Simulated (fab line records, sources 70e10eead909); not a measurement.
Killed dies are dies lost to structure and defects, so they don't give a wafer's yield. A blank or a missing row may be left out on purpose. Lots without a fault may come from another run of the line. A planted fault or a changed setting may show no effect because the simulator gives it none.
fab line records | flow nand_harc
record lots=7 wafers=21 last_day=24
route steps=1159 shown A_BLC@992 A_M0@994
lots that met no fault: from a run of the same line without faults
start_h: hours from the record's first day to the start of the lot's first wafer shown | wait_h: hours since the lot's step before | " the same as in the row above | L1.1+2: a row that stands for several wafers | - no value, or no start given | * or withheld: withheld | < > ~ a bound
route shown NAME@n: a module of which the file shows steps, and the number in the route of the first | usual: mean/standard deviation of fault-free wafers | same: alike in all rows | chamber/n: place in a boat | sites: the reading at each site | _std_site: their standard deviation | _edge_site: outer sites' mean less inner sites' | radius_mm: how far each site lies from the wafer's centre | mask NAME#n: copy n | behind: the tool/chamber that last shaped the wafer | hold: why the lot was held/for how many hours/how that ended | device: the transistor (n, p or np) that didn't switch | end of line: the same wafers' tests at the end of the route | a step without rows: its recipe alone | killed: dies lost to structure and defects at the first sort, not the wafer's yield | map: a wafer's dies, x killed, . not, _ none there
set.NAME: the setting as run; set.NAME@STEP: as run at that earlier step | model.NAME: the simulator's own value behind a step, which no gauge read
lots at some steps of the route; a table a step, a row a wafer
services: from which hour (start_h, from the record's first day; less than 0 if before it) a tool's chamber was out of use, for how many hours, and why
## steps
# step NHARC_A_BLC_SRD_27
# step NHARC_A_BLC_INSPECT_28
# usual raw_defect_count=453/110
# columns lot.wafer tool chamber start_h wait_h raw_defect_count
L330.2 defect_inspect-01 - 393.42 0.1 434
L330.3 " - " " 323
L330.5 " - " " 492
L340.1 defect_inspect-01 - 465.87 0.1 417
L340.5 " - " " 425
L340.6 " - " " 385
L344.3 defect_inspect-01 - 489.92 0.1 796
L344.5 " - " " 656
L344.6 " - " " 781
L345.1 defect_inspect-01 - 490.35 0.1 551
L345.3 " - " " 367
L345.6 " - " " 406
L347.1 defect_inspect-02 - 501.11 0.1 384
L347.2 " - " " 514
L347.4 " - " " 333
L346.2 defect_inspect-02 - 507.92 0.1 314
L346.4 " - " " 570
L346.6 " - " " 630
L353.1 defect_inspect-01 - 543.53 0.1 515
L353.2 " - " " 388
L353.6 " - " " 406
# step NHARC_A_M0_DEP_00
# recipe target_thk_a=1500 target_thk_nm=150 temp_c=withheld pressure_torr=5 flow_sccm=200 rf_w=600 material=SiOC
# step NHARC_A_M0_DEHYDRATE_01
# recipe temp_c=150 time_s=120
# step NHARC_A_M0_HMDS_02
# recipe time_s=30
# step NHARC_A_M0_COAT_33
# recipe temp_c=200 time_s=65
# step NHARC_A_M0_COAT_03
# recipe spin_rpm=1500 resist_thk_nm=90
# step NHARC_A_M0_SOFTBAKE_04
# recipe temp_c=105 time_s=55
# step NHARC_A_M0_EBR_05
# step NHARC_A_M0_EXPOSE_06
# recipe na=1.35 target_cd_nm=80 dose_mj=83.25 mask_id=A_M0
# step NHARC_A_M0_PEB_07
# recipe peb_temp_c=100 peb_time_s=65
# step NHARC_A_M0_DEVELOP_08
# recipe develop_time_s=35 dev_temp_c=23
# usual chill_plate_temp_C=22.99/0.11 develop_time_s=35/0
# columns lot.wafer tool chamber start_h wait_h chill_plate_temp_C develop_time_s
L330.2 litho_track-01 0 394 - 23.04 35
L330.3 " 0 " " 23.05 35
L330.5 " 0 " " 23.03 35
L340.1 litho_track-06 0 466 - 22.83 35
L340.5 " 0 " " 22.88 35
L340.6 " 0 " " 22.87 35
L344.3 litho_track-04 - 490 - - -
L344.5 " - " " - -
L344.6 " - " " - -
L345.1 litho_track-06 - 491 - - -
L345.3 " - " " - -
L345.6 " - " " - -
L347.1 litho_track-01 0 501 - 23.01 35
L347.2 " 0 " " 22.98 35
L347.4 " 0 " " 23.14 35
L346.2 litho_track-01 - 508 - - -
L346.4 " - " " - -
L346.6 " - " " - -
L353.1 litho_track-01 0 544 - 22.79 35
L353.2 " 0 " " 22.89 35
L353.6 " 0 " " 22.85 35
# step NHARC_A_M0_CD_MEAS_09
# recipe target_cd_nm=80 landing_energy_ev=500
# usual cd_nm=80.1/0.71
# columns lot.wafer tool chamber start_h wait_h cd_nm
L330.2 cd_sem-03 0 394.33 - 78.7
L330.3 " 0 " " 80.1
L330.5 " 0 " " 78.6
L340.1 cd_sem-01 0 466.77 - 80.3
L340.5 " 0 " " 81.1
L340.6 " 0 " " 80.6
L344.3 cd_sem-01 0 490.86 - -
L344.5 " 0 " " -
L344.6 " 0 " " -
L345.1 cd_sem-02 0 491.25 - -
L345.3 " 0 " " -
L345.6 " 0 " " -
L347.1 cd_sem-01 0 502.01 - 80.0
L347.2 " 0 " " 80.8
L347.4 " 0 " " 80.5
L346.2 cd_sem-03 0 508.95 - -
L346.4 " 0 " " -
L346.6 " 0 " " -
L353.1 cd_sem-03 0 544.44 - 80.9
L353.2 " 0 " " 79.9
L353.6 " 0 " " 79.0
## services
# columns tool chamber start_h hours kind
litho_track-01 - 443.00 7.0 pm
litho_track-06 - 467.00 7.0 pm
litho_track-04 - 491.00 7.0 pm
## key
first_sign step=NHARC_A_M0_DEVELOP_08 reading=tool_record direction=missing
effect none on later readings
met_at NHARC_A_M0_DEVELOP_08
struck_wafers L344.3,L344.5,L344.6,L345.1,L345.3,L345.6,L346.2,L346.4,L346.6
later_rows_left_out L344.3,L344.5,L344.6,L345.1,L345.3,L345.6,L346.2,L346.4,L346.6
sort_left_out L344.3,L344.5,L344.6,L345.1,L345.3,L345.6,L346.2,L346.4,L346.6
onset_between 466 490
fault kind=skipped_step_whole tool=litho_track-01,litho_track-04,litho_track-06 chamber=- onset_h=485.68 steps=NHARC_A_M0_DEVELOP_08 scope=struck_lots_only
# sort_left_out: the simulated sort isn't trusted on such a fault, so these wafers' sort isn't shown, and their yield isn't known
# later_rows_left_out: the simulator's readings of these wafers behind a module that went badly wrong aren't trusted and aren't shown, but for the sort
